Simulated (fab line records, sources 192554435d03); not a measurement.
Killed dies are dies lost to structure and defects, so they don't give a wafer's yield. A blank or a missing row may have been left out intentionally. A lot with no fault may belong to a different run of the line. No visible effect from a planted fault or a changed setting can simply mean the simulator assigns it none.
Matching of chambers | flow n5Finfet | N5_BEOL_M6_STRIP_67 on rieDiel-04: 4 sister chambers
The step strips in CF4. 4 wafers are shown with their chamber, then 12 later ones without.

WAFERS, EACH WITH ITS CHAMBER
wafer  | chamber | drypumpMotorCurrentA (A)
L088.2 | 3       | 5.6
L091.1 | 1       | 5.4
L091.3 | 0       | 6.1
L091.4 | 2       | 6.4

WAFERS MISSING THEIR CHAMBER
wafer  | drypumpMotorCurrentA (A)
L089.1 | 6.1
L089.4 | 6.4
L089.6 | 5.4
L092.2 | 5.7
L092.4 | 5.4
L092.6 | 6.3
L094.2 | 6.4
L094.3 | 5.6
L094.5 | 6.4
L097.2 | 6.1
L097.3 | 6.4
L097.6 | 5.4

CHAMBER TAKEN BY EACH
wafer  | from the rows above | in truth
L089.1 | 0                   | 0
L089.4 | 2                   | 2
L089.6 | 1                   | 1
L092.2 | 3                   | 3
L092.4 | 1                   | 1
L092.6 | 2                   | 2
L094.2 | 2                   | 2
L094.3 | 3                   | 3
L094.5 | 2                   | 2
L097.2 | 0                   | 0
L097.3 | 2                   | 2
L097.6 | 1                   | 1
Placed correctly: 12 of 12. Left unplaced by these rows: 0. 0 placed wrongly.
How it was worked out, from the rows above alone: a wafer's distance from a chamber is the root of the sum, over the readings, of the square of ((its reading less the chamber's mean) divided by the reading's scatter). If the next closest chamber is less than 2 further off than the closest, the wafer can't be placed; otherwise it belongs to the closest. Each chamber's mean is taken over the wafers shown for it. The scatter (one wafer shown for each chamber): square how far every hidden wafer sits from the nearest shown wafer, average those squares and take the square root.
